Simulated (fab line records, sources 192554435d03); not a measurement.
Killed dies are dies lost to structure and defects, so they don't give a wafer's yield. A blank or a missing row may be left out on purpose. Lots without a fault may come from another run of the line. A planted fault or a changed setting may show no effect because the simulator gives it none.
A struck lot beside a sound one | flow n5_finfet | 24 steps out of a route of 1938
Sound: wafers L421.1, L421.4, L421.6. Struck: wafers L435.1, L435.2, L435.5. The cause comes at the end.
At each step with rows: each side's tool, then ch and its chambers, then its first start. Under that, the readings that differ: sound wafers | struck wafers | difference of the means | sigmas: that difference in standard deviations of wafers without a fault.
alike: readings whose means differ by less than 2 such deviations, and words and numbers that are the same on both sides. not compared: withheld readings, readings that some wafer has no value for, bounds like >300 that may hide the same value, and numbers for which the record gives no deviation and whose values overlap.
The two part at a step that has a row with sigmas, a row that says differs or no value, or rows on one side only. Numbers that don't overlap but have no deviation are shown without sigmas and don't part them. A reading that every wafer of one side lacks parts them only if that side has two wafers or more.

first, 9 steps without rows for these wafers: N5_BEOL_M1_PEB_09 (peb time 60 s); N5_BEOL_M1_DEVELOP_10 (develop time 30 s); N5_BEOL_M1_DESCUM_16 (chemistry O2, time 7 s); N5_BEOL_M1_ETCH_74 (etches underlayer in N2/H2, target depth 6.5 nm, time 5.2 s); N5_BEOL_M1_ETCH_63 (etches SiARC in CF4, target depth 15.6 nm, time 26 s); N5_BEOL_M1_ETCH_64 (etches SOC in N2/H2, target depth 75 nm, overetch 15 nm, time 112.5 s); N5_BEOL_M1_STRIP_65 (strips in N2/H2); N5_BEOL_M1_STRIP_75 (strips in N2/H2); N5_BEOL_M1_STRIP_66 (strips in CF4).
N5_BEOL_M1_HM_OPEN_17: chemistry Cl2/BCl3, target TiN, target depth 20 nm, overetch 6 nm.
  sound on rie_metal-03 ch 0,1, day 6 14:45; struck on rie_metal-03 ch 0,1, day 10 01:55
  alike: drypump_motor_current_A, oes_product_au, throttle_valve_pct
  not compared: rf_hours_counter_h
then, 10 steps without rows for these wafers: N5_BEOL_M1_STRIP_19 (strips in O2); N5_BEOL_M1_COAT_67 (time 60 s, resist thk 60 nm); N5_BEOL_M1_COAT_68 (time 60 s, resist thk 12 nm); N5_BEOL_M1_COAT_76 (time 60 s, resist thk 5 nm); N5_BEOL_M1_COAT_22 (resist thk 30 nm); N5_BEOL_M1_EBR_24; N5_BEOL_M1_SOFTBAKE_23 (time 60 s); N5_BEOL_M1_EXPOSE_25 (exposes mask V0, defocus 5 nm, target cd 24 nm); N5_BEOL_M1_PEB_26 (peb time 60 s); N5_BEOL_M1_DEVELOP_27 (develop time 30 s).
N5_BEOL_M1_INSPECT_30: inspects for defects (brightfield).
  sound on defect_inspect-02, day 6 15:20; struck on defect_inspect-02, day 10 02:33
  reading          | sound       | struck        | difference | sigmas
  raw_defect_count | 455 414 487 | 909 1007 1105 | +555       | +3
then, 1 step without rows for these wafers: N5_BEOL_M1_DESCUM_33 (chemistry O2, time 7 s).
-- the record jumps here: 2 days lie between the struck wafers' starts before and after (it left off in module BEOL_M1 and takes up again in module BEOL_M4, whose first step shown is number 1111 of the route) --
N5_BEOL_M4_RC_MEAS_101:
  sound on prober-02 ch 0, day 9 08:13; struck on prober-02 ch 0, day 12 09:47
  alike: DIBL_N, DIBL_P, IOFF_N, IOFF_P, ION_N, ION_P, SS_N, SS_P, VT_N, VT_P
-- the record jumps here: 4 days lie between the struck wafers' starts before and after (it left off in module BEOL_M4 and takes up again in module PASSIVATION, whose first step shown is number 1936 of the route) --
N5_PASSIVATION_PROBE_49:
  sound on prober-02, day 14 06:10; struck on prober-01, day 16 15:43
  reading                  | sound          | struck         | difference | sigmas
  defect_limited_yield (%) | 93.6 90.6 90.9 | 82.6 81.4 83.2 | -9.3       | -7
  killed_at_M0_to_M3       | 30 27 42       | 141 155 132    | +110       | +12
  killed_dies              | 75 111 107     | 205 220 198    | +110       | +7
  killed_on_rim            | 11 12 12       | 24 23 23       | +12        | +3
  sort_bin_5_function (%)  | 3.7 5.8 6.0    | 10.3 12.4 9.5  | +5.6       | +6
  sort_bin_6_memory (%)    | 2.6 3.3 2.8    | 5.0 3.9 4.0    | +1.4       | +2
  sort_n_pass              | 1105 1069 1073 | 975 959 982    | -110       | -4
  sort_yield_pct (%)       | 93.6 90.6 90.9 | 82.6 81.3 83.2 | -9.3       | -4
  alike: killed_at_M4_up, killed_at_contacts, killed_at_front_end, killed_at_other, killed_open, killed_short, sort_bin_4_leakage, sort_bin_8_speed

WHERE THEY PART
First at N5_BEOL_M1_INSPECT_30; last, within this record, at N5_PASSIVATION_PROBE_49.

WHY: what the simulator had put in
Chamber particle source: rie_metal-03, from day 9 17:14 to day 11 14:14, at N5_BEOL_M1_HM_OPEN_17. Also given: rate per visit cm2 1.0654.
